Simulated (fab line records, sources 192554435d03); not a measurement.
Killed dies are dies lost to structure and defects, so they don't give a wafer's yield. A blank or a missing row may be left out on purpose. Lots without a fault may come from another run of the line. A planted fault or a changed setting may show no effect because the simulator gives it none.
Which tool did it? | flow n5_finfet | 12 lots, 36 wafers sampled, at 1 step of a route of 1938

WHAT THE GAUGES READ, wafer by wafer
N5_BEOL_M14_INSPECT_12: inspects for defects (macro).
lot  | measured     | on                | raw_defect_count
L074 | day 12 18:45 | defect_inspect-01 | 4 1 2
L078 | day 13 01:43 | defect_inspect-02 | 2 0 5
L080 | day 13 17:05 | defect_inspect-02 | 4 0 4
L081 | day 14 03:19 | defect_inspect-01 | 3 3 2
L083 | day 15 01:52 | defect_inspect-02 | 3 1 5
L086 | day 15 03:43 | defect_inspect-01 | 1 3 3
L087 | day 16 03:31 | defect_inspect-01 | 3 0 1
L091 | day 16 16:02 | defect_inspect-01 | 3 2 0
L093 | day 17 01:19 | defect_inspect-02 | 1 2 1
L092 | day 17 13:17 | defect_inspect-01 | 6 1 2
L095 | day 18 10:48 | defect_inspect-01 | 0 3 2
L097 | day 18 13:49 | defect_inspect-02 | 1 0 2

WHICH TOOL RAN EACH LOT (tool, then ch and the chambers of the sampled wafers, then the start)
The record holds no process step before these readings.

THE ANSWER, worked out from the rows above alone
Rule: what is usual is taken from the lots themselves. Put in order of their means at a reading, lots are off if they are a third of the lots or fewer, leave a main group of 4 or more, and stand apart from it by a gap of 3 or more times the standard deviation of the main group's means; of several such gaps the widest counts. A main group whose means are all the same, to the digits that the tables above print for the reading, isn't used. A lot without any number at a reading at which 4 lots or more have one is off too. The other lots that the step has rows for count as sound.
No lot is off at any reading shown: from this, nothing can be told.

WHAT THE SIMULATOR HAD PUT IN
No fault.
